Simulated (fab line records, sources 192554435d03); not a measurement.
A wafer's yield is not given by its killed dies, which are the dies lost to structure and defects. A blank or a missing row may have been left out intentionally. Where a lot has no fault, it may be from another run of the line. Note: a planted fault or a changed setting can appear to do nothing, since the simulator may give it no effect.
A struck lot beside a sound one :: flow n5_finfet :: 33 out of 1938 route steps
Sound: wafers L665.2, L665.3, L665.6. Wafers struck: L667.1, L667.2, L667.5. At the end, the cause is stated.
Each step with rows lists, per side, the tool, then ch with its chambers, then its first start. Under that, the readings that differ: sound wafers :: struck wafers :: difference of the means :: sigmas: that difference in standard deviations of wafers without a fault.
alike: words and numbers the same on both sides, and readings whose means are apart by under 2 such deviations; not compared: readings that were withheld, readings missing a value for some wafer, numbers with overlapping values and no deviation given by the record, and bounds like >300 which may hide the same value.
A row with sigmas, a row that says differs or no value, or rows on one side alone: a step with any of these is where the two part. Numbers that don't overlap but have no deviation are shown without sigmas and don't part them. Lack of a reading on every wafer of one side parts them only where that side has two or more wafers.

first, 1 step without rows for these wafers: N5_BEOL_M5_CMP_52 (polishes, stops on SiCOH lowk, t overpolish 6.9 s, target thk 62 nm).
N5_BEOL_M5_THK_MEAS_53: measures by xrf.
  sound on film_metro-01 at day 11 08:57; struck on film_metro-02 at day 11 17:08
  alike: M5_THK
then, 1 step without rows for these wafers: N5_BEOL_M5_PRE_CLEAN_77 (time 15 s).
N5_BEOL_M5_CO_CAP_78: material Co, precursor CCTBA/H2, target thk 2 nm, time 102.1 s.
  sound on cvd_co-02 ch 0,1,2, day 11 09:02; struck on cvd_co-01 ch 0,1, day 11 17:13
  alike: heater_power_w
  not compared: since_wet_clean_h
then, 2 steps without rows for these wafers: N5_BEOL_M5_PRE_CLEAN_55 (time 15 s); N5_BEOL_M5_DEP_56 (deposits SiCN from 3MS/NH3, target thk 8 nm, time 14 s).
N5_BEOL_M5_RS_MEAS_57: the measuring method here is four-point-probe.
  sound on film_metro-02 at day 11 09:13; struck on film_metro-01 at day 11 17:25
  alike: M5_RS
N5_BEOL_M5_INSPECT_58: inspects for defects (darkfield).
  sound on defect_inspect-01 at day 11 09:14; struck on defect_inspect-02 at day 11 17:26
  alike: raw_defect_count
then, 1 step without rows for these wafers: N5_BEOL_M6_ILD_DEP_00 (deposits SiCOH lowk from DEMS/porogen, target thk 179.75 nm, time 33.4 s).
N5_BEOL_M6_CURE_74: cures SiCOH lowk, time 240 s.
  sound on uv_cure-03 ch 2, day 11 09:25; struck on uv_cure-01 ch 0, day 11 17:32
  alike: lamp_power_pct, wafer_temp_C_max
N5_BEOL_M6_THK_MEAS_01:
  sound on film_metro-02 at day 11 09:51; struck on film_metro-01 at day 11 18:32
  alike: M6_ILD_THK
then, 1 step without rows for these wafers: N5_BEOL_M6_PECVD_70 (deposits SiO2 from TEOS/O2, target thk 20 nm, time 22.7 s).
N5_BEOL_M6_HM_DEP_02: deposits TiN, target thk 20 nm.
  sound on pvd_sputter-03 at day 11 12:05; struck on pvd_sputter-02 at day 11 20:43
  no value came back on the struck wafers for chamber_pressure_pa (Pa), substrate_temp_c (C), throttle_valve_pct (%); on the sound wafers chamber_pressure_pa (Pa) reads 0.5005 0.5004 0.4998
then, 8 steps without rows for these wafers: N5_BEOL_M6_COAT_59 (time 60 s, resist thk 100 nm); N5_BEOL_M6_COAT_60 (time 60 s, resist thk 35 nm); N5_BEOL_M6_COAT_05 (resist thk 90 nm); N5_BEOL_M6_EBR_07; N5_BEOL_M6_SOFTBAKE_06 (time 60 s); N5_BEOL_M6_EXPOSE_08 (exposes mask M6); N5_BEOL_M6_PEB_09 (peb time 60 s); N5_BEOL_M6_DEVELOP_10 (develop time 30 s).
N5_BEOL_M6_CD_MEAS_11: the cd target is 38.5 nm.
  sound on cd_sem-02 ch 0, day 11 12:28; struck on cd_sem-02 ch 0, day 11 21:06
  alike: cd_nm
N5_BEOL_M6_OVL_MEAS_12:
  sound on overlay-01 ch 0, day 11 12:29; struck on overlay-01 ch 0, day 11 21:08
  alike: M6_OVL
N5_BEOL_M6_INSPECT_13: inspects for defects (brightfield).
  sound on defect_inspect-02 at day 11 12:31; struck on defect_inspect-02 at day 11 21:10
  alike: raw_defect_count
N5_BEOL_M6_DESCUM_16: chemistry O2, time 7.9 s.
  sound on rie_diel-03 ch 1,2, day 11 12:32; struck on rie_diel-03 ch 0,1,3, day 11 21:19
reading: chamber_pressure_mTorr (mTorr)
sound: 20.00 20.00 19.63
struck: 20.00 20.03 20.01
difference: +0.14
sigmas: +4
  alike: drypump_motor_current_A, oes_product_au, rf_vpp_V, showerhead_plenum_p_Torr, temp_c, throttle_valve_pct
  not compared: rf_hours_counter_h
N5_BEOL_M6_ETCH_61: etches SiARC in CF4, target depth 45.5 nm, time 75.8 s.
  sound on rie_diel-03 ch 1,2, day 11 12:35; struck on rie_diel-03 ch 0,1,3, day 11 21:21
  alike: chamber_pressure_mTorr, drypump_motor_current_A, etch_rf_on_time_s, oes_product_au, rf_vpp_V, showerhead_plenum_p_Torr, throttle_valve_pct
  not compared: rf_hours_counter_h
N5_BEOL_M6_ETCH_62: etches SOC in N2/H2, target depth 110 nm, overetch 22 nm, time 165 s.
  sound on rie_diel-03 ch 1,2, day 11 12:38; struck on rie_diel-03 ch 0,1,3, day 11 21:25
  alike: chamber_pressure_mTorr, drypump_motor_current_A, oes_product_au, rf_vpp_V, showerhead_plenum_p_Torr, temp_c, throttle_valve_pct
  not compared: rf_hours_counter_h
then, 2 steps without rows for these wafers: N5_BEOL_M6_STRIP_68 (strips in N2/H2); N5_BEOL_M6_STRIP_67 (strips in CF4).
N5_BEOL_M6_HM_OPEN_17: chemistry Cl2/BCl3, target TiN, target depth 20 nm, overetch 6 nm.
  sound on rie_metal-02 ch 0,1, day 11 12:50; struck on rie_metal-03 ch 0, day 11 21:36
reading: oes_product_au (a.u.)
sound: 0.57 0.66 0.56
struck: 0.22 0.22 0.23
difference: -0.37
sigmas: -4

reading: throttle_valve_pct (%)
sound: 22.37 22.06 22.38
struck: 23.12 23.10 23.14
difference: +0.85
sigmas: +4

reading: model.etch.depth_nm (nm)
sound: 20.31 20.12 20.12
struck: 0 0 0
difference: -20
sigmas: 
  alike: chamber_pressure_mTorr, drypump_motor_current_A
  not compared: rf_hours_counter_h
then, 1 step without rows for these wafers: N5_BEOL_M6_STRIP_19 (strips in O2).
N5_BEOL_M6_CD_MEAS_18: pitch 80 nm, target cd 40 nm.
  sound on cd_sem-02 at day 11 13:01; struck on cd_sem-03 at day 11 21:56
reading: cd_nm (nm)
sound: 38.9 39.8 39.8
struck: - - -
difference: no value on the struck wafers
sigmas: 
then, 1 step without rows for these wafers: N5_BEOL_M6_COAT_63 (time 60 s, resist thk 60 nm).

## WHERE THEY PART
First at N5_BEOL_M6_HM_DEP_02; last, within this record, at N5_BEOL_M6_CD_MEAS_18.

WHY: whatever the simulator had introduced
Step skipped in full: pvd_sputter-02, at N5_BEOL_M6_HM_DEP_02, from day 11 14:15 onward. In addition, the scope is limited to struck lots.
